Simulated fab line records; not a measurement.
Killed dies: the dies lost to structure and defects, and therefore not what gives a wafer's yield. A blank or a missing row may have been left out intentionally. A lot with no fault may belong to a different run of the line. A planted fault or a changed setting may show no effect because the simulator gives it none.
A lot that was struck, set against a sound lot	flow nand_harc	15 out of 1159 route steps
Sound: the wafers L312.1, L312.2, L312.4. Wafers L309.2, L309.3, L309.5 were the ones struck. Last of all comes the cause.
For every step that has rows: the tool of each side, followed by ch and its chambers, followed by its first start. Under that, the readings that differ: sound wafers	struck wafers	difference of the means	sigmas: that difference in standard deviations of wafers without a fault.
alike: words and numbers the same on both sides, and readings whose means are apart by under 2 such deviations; not compared: readings that were withheld, readings missing a value for some wafer, numbers with overlapping values and no deviation given by the record, and bounds like >300 which may hide the same value.
A row with sigmas, a row that says differs or no value, or rows on one side alone: a step with any of these is where the two part. Non-overlapping numbers with no deviation appear without sigmas and do not part them. A reading that every wafer of one side lacks parts them only if that side has two wafers or more.

NHARC_P_GATE_ETCHBACK_37: etches the open film in CHF3/O2, target depth 34.5 nm, time 17.2 s.
  sound: rie_diel-11 ch 0,1,3; struck: rie_diel-11 ch 0,1,2
  alike: drypump_motor_current_A, oes_product_au, rf_vpp_V, showerhead_plenum_p_Torr, throttle_valve_pct
  not compared: rf_hours_counter_h
NHARC_P_GATE_STRIP_101: strips in O2, time 20 s.
  sound on rie_diel-11 ch 0,2,3, day 10 11:40; struck on rie_diel-11 ch 1,2,3, day 9 17:47
  alike: drypump_motor_current_A, oes_product_au, rf_vpp_V, showerhead_plenum_p_Torr, throttle_valve_pct
  not compared: rf_hours_counter_h
then, 10 steps without rows for these wafers: NHARC_P_GATE_PRECLEAN_97 (cleans in SPM, time 600 s); NHARC_P_GATE_SRD_98; NHARC_P_GATE_PRECLEAN_99 (cleans in SC1); NHARC_P_GATE_SRD_100; NHARC_P_GATE_DEHYDRATE_38 (time 120 s); NHARC_P_GATE_HMDS_39 (time 30 s); NHARC_P_GATE_COAT_40; NHARC_P_GATE_SOFTBAKE_41 (time 95 s); NHARC_P_GATE_EBR_42; NHARC_P_GATE_EXPOSE_43 (exposes mask P NSD, target cd 720 nm).
NHARC_P_GATE_PEB_44: peb time 85 s.
  sound on litho_track-07 ch 0, day 10 12:30; struck on litho_track-02 ch 0, day 9 18:46
reading	sound	struck	difference	sigmas
heater_power_total_W (W)	164.40 163.69 164.07	166.62 166.59 166.63	+2.56	+9
plate_temp_C (C)	118.17 118.17 118.10	119.35 119.29 119.40	+1.20	+9
  alike: chill_plate_temp_C
then, 1 step without rows for these wafers: NHARC_P_GATE_DEVELOP_45 (time 70 s).
-- break in the record here, with 14 days between the starts of the struck wafers on either side (left off in module P_GATE, picked up again in module END, where the first step shown is number 1159 on the route) --
NHARC_END_SORT_01:
  sound on prober-01 ch 0, day 24 17:27; struck on prober-02 ch 0, day 24 04:35
  alike: killed_at_array, killed_at_other, killed_at_periphery, killed_dies, killed_open, killed_short

WHERE THEY PART
Only at NHARC_P_GATE_PEB_44, within this record. Later steps at which nothing parts them and some readings are alike: NHARC_END_SORT_01.

WHY: the cause the simulator had injected
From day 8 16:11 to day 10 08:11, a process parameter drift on litho_track-02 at NHARC_P_GATE_PEB_44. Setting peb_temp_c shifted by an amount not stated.
